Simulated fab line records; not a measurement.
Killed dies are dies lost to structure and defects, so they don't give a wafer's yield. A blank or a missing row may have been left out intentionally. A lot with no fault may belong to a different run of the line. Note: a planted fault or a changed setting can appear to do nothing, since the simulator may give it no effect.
fab line records    flow nand-harc
record: lots: 13  wafers: 39  last-day: 34
route steps=1302 shown A_STAIRCASE@853 THIN_TSV@1261 END@1302
lots that met no fault: from a run of the same line without faults
start-h: start of the lot's first displayed wafer, in hours after the record's first day    wait-h: hours from the lot's prior step to this one    " repeats the value in the row above    L1.1+2: several wafers, shown together as one row    - no value, or no start given    * or withheld: withheld    < > ~ a bound
route shown NAME@n: names a module that has steps shown in the file, with the first one's number in the route    usual: mean/standard deviation taken from wafers without a fault    same: alike in all rows    chamber/n: place in a boat    sites: per-site readings    _std_site: standard deviation of those values    _edge_site: mean of outer sites minus mean of inner sites    radius-mm: how far each site lies from the wafer's centre    mask NAME#n: copy n    behind: the last tool/chamber to shape the wafer    hold: what put the lot on hold/how long, in hours/how the hold closed    device: the n, p or np transistor that did not switch    end of line: the tests these same wafers got at the end of their route    a step with no rows: only its recipe    killed: at the first sort, the dies lost to defects and structure; wafer yield is something else    map: per-die view of a wafer (x killed, . not killed, _ where there is no die)
set.NAME: the setting as run; set.NAME@STEP: as run at that earlier step    model.NAME: the simulator's own value behind a step, which no gauge read
steps of the route over a sample of lots; a table a step, a row a wafer
services: the hour from which a tool's chamber was out of use, counted from the record's first day as start-h (under 0 if before that day), plus the number of hours and why
== steps ==
step: NHARC_A_STAIRCASE_DEP_322
recipe: target-thk-a: 72000  temp-c: 400  target-thk-nm: 7200  teos-flow-sccm: 200  rf-w: 500  material: SiO2
usual: heater-power-w: 657/83
lot.wafer  tool      chamber  start-h  wait-h  heater-power-w
L448.3     pecvd-01  0        412.27   0.2     728
L448.2     "         2        "        "       676
L448.5     "         2        "        "       611
L451.1     pecvd-02  1        430.21   0.1     678
L451.2     "         2        "        "       793
L451.5     "         0        "        "       494
L449.1     pecvd-04  0        430.49   0.3     721
L449.2     "         1        "        "       728
L449.4     "         2        "        "       552
L450.4     pecvd-01  2        430.60   0.4     608
L450.5     "         0        "        "       611
L450.6     "         1        "        "       665
L453.3     pecvd-04  2        450.90   0.1     582
L453.1     "         0        "        "       787
L453.5     "         1        "        "       645
L455.1     pecvd-04  0        474.98   0.1     651
L455.4     "         0        "        "       562
L455.6     "         2        "        "       567
L454.2     pecvd-01  0        475.17   0.3     597
L454.5     "         1        "        "       704
L454.6     "         2        "        "       610
L456.1     pecvd-02  1        485.88   0.2     710
L456.2     "         2        "        "       803
L456.5     "         2        "        "       676
L460.3     pecvd-04  1        519.41   0.1     827
L460.1     "         0        "        "       665
L460.5     "         1        "        "       696
L463.1     pecvd-04  2        552.44   0.3     683
L463.3     "         1        "        "       798
L463.4     "         1        "        "       697
L466.3     pecvd-01  1        599.00   0.1     719
L466.4     "         2        "        "       623
L466.6     "         0        "        "       585
L468.2     pecvd-02  0        623.41   0.3     644
L468.5     "         1        "        "       601
L468.6     "         0        "        "       523
L470.2     pecvd-04  1        645.89   0.7     774
L470.6     "         2        "        "       569
L470.5     "         1        "        "       664
step: NHARC_THIN_TSV_DESCUM_14
recipe: time-s: 3  o2-flow-sccm: 200  ar-flow-sccm: 0  bias-power-w: 0  chemistry: O2
usual: drypump-motor-current-A: 5.8/0.39  oes-product-au: 1.003/0.0077  rf-vpp-V: 57.8/0.8  showerhead-plenum-p-Torr: 1.91/0.068  throttle-valve-pct: 11.312/0.0083
lot.wafer  tool         chamber  start-h  wait-h  drypump-motor-current-A  oes-product-au  rf-hours-counter-h  rf-vpp-V  showerhead-plenum-p-Torr  throttle-valve-pct
L448.3     rie-diel-09  0        545.02   -       5.8                      1.004           2.9                 59.3      1.99                      11.311
L448.2     "            1        "        "       5.9                      1.024           2.9                 57.6      1.86                      11.306
L448.5     "            2        "        "       6.0                      1.006           -                   58.0      1.91                      11.313
L449.4     rie-diel-09  2        566.60   -       6.0                      1.010           3.1                 57.4      1.91                      11.330
L449.1     "            3        "        "       6.1                      1.006           4.5                 57.3      1.88                      11.321
L449.2     "            0        "        "       5.8                      0.995           4.2                 58.3      1.99                      11.300
L451.2     rie-diel-10  1        567.80   -       5.1                      1.018           6.3                 57.5      1.93                      11.316
L451.1     "            3        "        "       5.0                      1.001           6.4                 56.7      1.83                      11.312
L451.5     "            0        "        "       5.6                      0.993           -                   58.6      1.95                      11.304
L450.4     rie-diel-09  3        580.54   -       6.1                      1.003           5.6                 56.4      1.88                      11.313
L450.6     "            3        "        "       6.1                      1.001           -                   58.5      1.88                      11.312
L450.5     "            0        "        "       5.8                      0.998           -                   57.1      1.99                      11.317
L453.1     rie-diel-10  0        583.80   -       5.7                      1.003           7.0                 56.8      1.95                      11.302
L453.3     "            2        "        "       5.9                      1.001           7.6                 57.1      1.79                      11.324
L453.5     "            0        "        "       5.6                      1.014           -                   59.6      1.95                      11.305
L454.2     rie-diel-10  0        613.92   -       5.7                      0.996           0.3                 58.0      1.95                      11.314
L454.6     "            0        "        "       5.7                      0.997           -                   56.8      1.95                      11.310
L454.5     "            1        "        "       5.1                      0.995           -                   58.0      1.93                      11.313
L455.1     rie-diel-09  3        615.13   -       6.1                      1.002           7.2                 57.6      1.88                      11.310
L455.4     "            1        "        "       5.8                      1.014           6.3                 57.9      1.85                      11.306
L455.6     "            0        "        "       5.8                      1.007           -                   57.5      1.99                      11.304
L456.2     rie-diel-09  1        635.49   -       5.9                      1.015           7.5                 57.8      1.85                      11.319
L456.1     "            2        "        "       6.0                      0.998           6.5                 57.4      1.91                      11.314
L456.5     "            1        "        "       5.9                      1.009           -                   57.2      1.85                      11.316
L460.3     rie-diel-10  2        656.59   -       5.9                      1.000           2.2                 56.5      1.79                      11.309
L460.1     "            1        "        "       5.1                      1.004           2.2                 58.5      1.93                      11.307
L460.5     "            2        "        "       5.9                      0.996           -                   56.9      1.79                      11.322
L463.4     rie-diel-07  1        683.11   -       6.6                      0.998           0.9                 58.3      1.82                      11.320
L463.3     "            2        "        "       5.6                      0.992           1.6                 57.7      2.00                      11.312
L463.1     "            3        "        "       5.8                      0.993           1.6                 60.7      2.05                      11.314
L466.4     rie-diel-07  0        734.68   -       5.2                      1.001           3.1                 57.2      2.03                      11.302
L466.3     "            1        "        "       6.6                      1.004           3.9                 58.0      1.82                      11.300
L466.6     "            0        "        "       5.2                      1.008           -                   57.5      2.03                      11.317
L468.2     rie-diel-10  1        757.76   -       5.1                      1.013           6.2                 57.0      1.93                      11.316
L468.5     "            2        "        "       5.9                      1.005           -                   56.3      1.79                      11.313
L468.6     "            3        "        "       5.0                      1.000           -                   56.9      1.83                      11.307
L470.2     rie-diel-09  2        785.34   -       6.0                      1.004           6.3                 57.7      1.91                      11.319
L470.5     "            1        "        "       5.9                      0.980           -                   58.0      1.85                      11.307
L470.6     "            2        "        "       6.0                      1.003           -                   60.7      1.91                      11.303
step: NHARC_THIN_TSV_CD_MEAS_16
usual: cd-nm: 999.4/1.3
lot.wafer  tool       chamber  start-h  wait-h  cd-nm
L448.2     cd-sem-03  -        545.80   0.1     1001.2
L448.3     "          -        "        "       998.7
L448.5     "          -        "        "       999.3
L449.1     cd-sem-02  -        567.40   0.1     999.3
L449.2     "          -        "        "       997.9
L449.4     "          -        "        "       1000.6
L451.1     cd-sem-03  -        568.60   0.1     996.6
L451.2     "          -        "        "       999.2
L451.5     "          -        "        "       997.5
L450.4     cd-sem-01  -        581.34   0.1     1001.6
L450.5     "          -        "        "       999.9
L450.6     "          -        "        "       999.2
L453.1     cd-sem-02  -        584.60   0.1     1000.6
L453.3     "          -        "        "       1000.3
L453.5     "          -        "        "       1000.6
L454.2     cd-sem-01  -        614.73   0.1     1001.2
L454.5     "          -        "        "       998.6
L454.6     "          -        "        "       998.2
L455.1     cd-sem-02  -        615.96   0.1     998.1
L455.4     "          -        "        "       999.5
L455.6     "          -        "        "       997.9
L456.1     cd-sem-02  -        636.28   0.1     999.6
L456.2     "          -        "        "       998.1
L456.5     "          -        "        "       996.8
L460.1     cd-sem-02  -        657.40   0.1     997.6
L460.3     "          -        "        "       998.8
L460.5     "          -        "        "       998.7
L463.1     cd-sem-03  -        683.91   0.1     999.9
L463.3     "          -        "        "       1000.2
L463.4     "          -        "        "       1001.1
L466.3     cd-sem-01  -        735.48   0.1     998.3
L466.4     "          -        "        "       998.6
L466.6     "          -        "        "       1000.2
L468.2     cd-sem-01  -        758.54   0.1     998.7
L468.5     "          -        "        "       1000.3
L468.6     "          -        "        "       999.1
L470.2     cd-sem-02  -        786.13   0.1     998.5
L470.5     "          -        "        "       999.2
L470.6     "          -        "        "       999.0
step: NHARC_THIN_TSV_ETCH_36
recipe: target-depth-a: 650  over-etch-frac: 0.3  time-s: 18.571  ion-energy-ev: 150  chemistry: Cl2/BCl3
usual: drypump-motor-current-A: 5.9/0.34  oes-product-au: 1.003/0.0076
lot.wafer  tool          chamber  start-h  wait-h  drypump-motor-current-A  oes-product-au  rf-hours-counter-h
L448.2     rie-metal-03  1        551.39   0.2     5.5                      1.008           0.6
L448.3     "             1        "        "       5.5                      1.011           -
L448.5     "             1        "        "       5.5                      1.010           -
L449.1     rie-metal-03  1        572.93   0.2     5.5                      1.001           1.1
L449.2     "             0        "        "       6.6                      1.005           1.1
L449.4     "             1        "        "       5.6                      0.990           -
L451.2     rie-metal-02  0        574.09   0.2     5.9                      1.003           1.8
L451.1     "             1        "        "       5.7                      1.003           1.8
L451.5     "             1        "        "       5.7                      0.999           -
L450.4     rie-metal-01  0        586.74   0.2     6.1                      0.996           -
L450.6     "             0        "        "       6.1                      1.003           -
L450.5     "             1        "        "       5.7                      0.999           -
L453.1     rie-metal-02  1        589.94   0.2     5.7                      1.008           2.2
L453.3     "             1        "        "       5.7                      0.991           -
L453.5     "             0        "        "       5.9                      0.997           -
L454.2     rie-metal-02  0        620.21   0.2     5.9                      0.999           2.7
L454.5     "             1        "        "       5.7                      0.997           -
L454.6     "             0        "        "       5.9                      0.998           -
L455.1     rie-metal-03  0        621.46   0.2     6.6                      0.995           1.9
L455.4     "             1        "        "       5.6                      1.001           -
L455.6     "             0        "        "       6.6                      0.994           -
L456.1     rie-metal-03  0        641.62   0.2     6.6                      1.010           2.2
L456.2     "             1        "        "       5.6                      1.011           1.9
L456.5     "             1        "        "       5.6                      0.998           -
L460.1     rie-metal-03  0        663.12   0.2     6.5                      1.003           2.6
L460.3     "             0        "        "       6.5                      1.020           -
L460.5     "             0        "        "       6.6                      1.016           -
L463.1     rie-metal-01  0        689.48   0.2     6.1                      1.011           1.8
L463.4     "             0        "        "       6.1                      1.008           -
L463.3     "             1        "        "       5.7                      1.001           -
L466.4     rie-metal-01  0        740.98   0.2     6.1                      0.999           -
L466.3     "             1        "        "       5.7                      1.000           -
L466.6     "             1        "        "       5.7                      0.999           -
L468.2     rie-metal-02  1        764.00   0.2     5.8                      0.995           2.6
L468.6     "             0        "        "       5.9                      0.990           -
L468.5     "             1        "        "       5.7                      0.997           -
L470.2     rie-metal-03  0        791.47   0.2     6.6                      1.007           1.5
L470.6     "             1        "        "       5.5                      1.005           -
L470.5     "             0        "        "       6.6                      1.008           -
step: NHARC_END_SORT_01
recipe: temp-c: 25
usual: killed-at-array: 62/16  killed-at-other: 0.8/1.1  killed-at-periphery: 4/3.2  killed-dies: 67/16  killed-open: 3.5/1.9  killed-short: 2.1/1.5
same: gross-dies: 677
lot.wafer  tool       chamber  start-h  wait-h  hold                      killed-at-array  killed-at-other  killed-at-periphery  killed-dies  killed-open  killed-short
L460.1     prober-02  0        672.22   2.5     await-dispo/8.6h/release  151              1                2                    154          4            0
L460.3     prober-02  0        673.82   3.1     await-dispo/8.6h/release  72               2                2                    76           5            4
L460.5     prober-02  0        675.42   3.7     await-dispo/8.6h/release  68               2                4                    74           3            1
L463.1     prober-02  0        698.02   2.5     await-dispo/2.3h/release  128              0                5                    133          5            4
L463.3     prober-02  0        699.60   3.1     await-dispo/2.3h/release  57               0                3                    60           4            0
L463.4     prober-02  0        700.38   3.4     await-dispo/2.3h/release  209              0                3                    212          5            6
L466.3     prober-01  0        757.81   3.1     -                         61               0                1                    62           5            2
L466.4     prober-01  0        758.61   3.4     -                         60               0                2                    62           3            3
L466.6     prober-01  0        760.21   4.0     -                         60               0                1                    61           4            2
killed by level:class
L460.1 A_STAIRCASE:area-dep=80 A_SLIT:chamber-film-flake=34 A_CHANNEL_HOLE_D2:chamber-film-flake=19 A_CHANNEL_HOLE_D1:chamber-film-flake=7 A_BONDPAD:chamber-film-flake=3 A_ONON_D2:geometric-particle:open=2 A_CONTACT:chamber-film-flake=2 A_DECK1_JOINT:geometric-particle:open=1
L460.3 A_SLIT:chamber-film-flake=32 A_CHANNEL_HOLE_D2:chamber-film-flake=28 A_SOURCE_PLATE:geometric-particle:open=2 A_DECK1_JOINT:chamber-film-flake=2 P_CONTACT:geometric-particle:open=1 P_M0:geometric-particle:open=1 A_CHANNEL_FILL_D1:geometric-particle:short=1 A_ONON_D2:geometric-particle:short=1
L460.5 A_SLIT:chamber-film-flake=35 A_CHANNEL_HOLE_D2:chamber-film-flake=20 A_CHANNEL_HOLE_D1:chamber-film-flake=7 THIN_TSV:chamber-film-flake=2 P_CONTACT:geometric-particle:short=1 P_M1:geometric-particle:open=1 A_ONON_D2:geometric-particle:open=1 A_WL_FILL:geometric-particle:open=1
L463.1 A_STAIRCASE:area-dep=67 A_CHANNEL_HOLE_D1:chamber-film-flake=34 A_CONTACT:chamber-film-flake=10 A_DECK1_JOINT:chamber-film-flake=3 P_GATE:chamber-film-flake=2 A_SLIT:chamber-film-flake=2 A_STAIRCASE:chamber-film-flake=2 A_WL_FILL:chamber-film-flake=2
L463.3 A_CHANNEL_HOLE_D1:chamber-film-flake=33 A_STAIRCASE:chamber-film-flake=8 A_CONTACT:chamber-film-flake=7 P_GATE:chamber-film-flake=3 A_SLIT:chamber-film-flake=3 A_SOURCE_PLATE:geometric-particle:open=1 A_ONON_D1:geometric-particle:open=1 A_SGD_CUT:geometric-particle:open=1
L463.4 A_STAIRCASE:area-dep=145 A_CHANNEL_HOLE_D1:chamber-film-flake=37 A_CONTACT:chamber-film-flake=6 A_CHANNEL_FILL_D1:chamber-film-flake=4 A_ONON_D1:geometric-particle:short=2 A_SLIT:chamber-film-flake=2 A_DECK1_JOINT:chamber-film-flake=2 A_STAIRCASE:chamber-film-flake=2
L466.3 A_CHANNEL_HOLE_D2:chamber-film-flake=27 A_CHANNEL_HOLE_D1:chamber-film-flake=13 A_CONTACT:chamber-film-flake=7 A_SLIT:chamber-film-flake=6 A_ONON_D1:geometric-particle:open=2 A_SOURCE_PLATE:geometric-particle:open=2 A_CHANNEL_HOLE_D2:geometric-particle:short=1 A_M1:geometric-particle:open=1
L466.4 A_CHANNEL_HOLE_D2:chamber-film-flake=25 A_CHANNEL_HOLE_D1:chamber-film-flake=13 A_CONTACT:chamber-film-flake=8 A_SLIT:chamber-film-flake=6 A_ONON_D2:geometric-particle:short=2 P_STI:chamber-film-flake=2 A_ONON_D1:geometric-particle:open=1 A_DECK1_JOINT:geometric-particle:open=1
L466.6 A_CHANNEL_HOLE_D2:chamber-film-flake=23 A_CHANNEL_HOLE_D1:chamber-film-flake=19 A_CONTACT:chamber-film-flake=4 A_SLIT:chamber-film-flake=3 A_DECK1_JOINT:geometric-particle:open=2 A_STAIRCASE:chamber-film-flake=2 A_CHANNEL_FILL_D1:geometric-particle:open=1 A_DECK1_JOINT:geometric-particle:short=1
== services ==
tool          chamber  start-h  hours  kind
rie-diel-10   -        419.54   9.0    pm
rie-diel-09   -        434.51   5.1    repair
pecvd-04      -        451.47   13.0   pm
rie-metal-03  -        454.94   0.4    repair
rie-diel-09   -        497.10   9.0    pm
rie-diel-09   2        508.98   7.0    repair
rie-diel-09   2        518.01   10.8   repair
rie-metal-03  -        519.00   9.0    pm
rie-diel-10   0        524.81   7.0    repair
rie-metal-03  -        573.50   1.8    repair
rie-metal-03  1        582.56   2.2    repair
rie-diel-10   -        596.54   9.0    pm
rie-diel-09   0        620.80   4.8    repair
pecvd-04      -        632.70   13.0   pm
rie-diel-09   1        644.60   31.6   repair
rie-diel-09   3        660.25   8.4    repair
rie-diel-09   -        674.10   9.0    pm
rie-metal-03  -        696.00   9.0    pm
rie-diel-09   2        712.30   19.0   repair
rie-diel-10   1        713.57   7.9    repair
rie-diel-09   -        741.07   0.8    repair
pecvd-04      2        742.45   22.5   repair
rie-diel-10   0        744.14   3.6    repair
pecvd-04      1        762.14   5.3    repair
== key ==
first-sign: step: NHARC_END_SORT_01  reading: killed-at-array  direction: up  sigmas: 6.2  usual: 62  struck: 163
effect: step: NHARC_END_SORT_01  reading: killed-dies  direction: up  sigmas: 6.1  usual: 67  struck: 166
more-kills-born-at: NHARC_A_STAIRCASE_DEP_322@pecvd-04: 292
met-at NHARC_A_STAIRCASE_DEP_322
struck-lots L460,L463
struck-wafers L460.1,L463.1,L463.4
tester-left-out L460,L463
not-acting-at NHARC_THIN_TSV_DESCUM_14,NHARC_THIN_TSV_CD_MEAS_16,NHARC_THIN_TSV_ETCH_36
onset-between 474.98 519.41
fault: kind: process-parameter-drift  tool: pecvd-04  chamber: -  onset-h: 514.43  steps: NHARC_A_STAIRCASE_DEP_322  channel: target-thk-a  offset: *  shape: step  end-h: 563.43  scope: struck-wafers-only  acts-in: *  stated: *
tester-left-out: of these lots the tester's yield and bins aren't shown, on N5 and GAA mostly nor the transistor test; their killed dies are dies lost to structure and defects alone, not to doping, threshold or leakage, so they don't give the yield
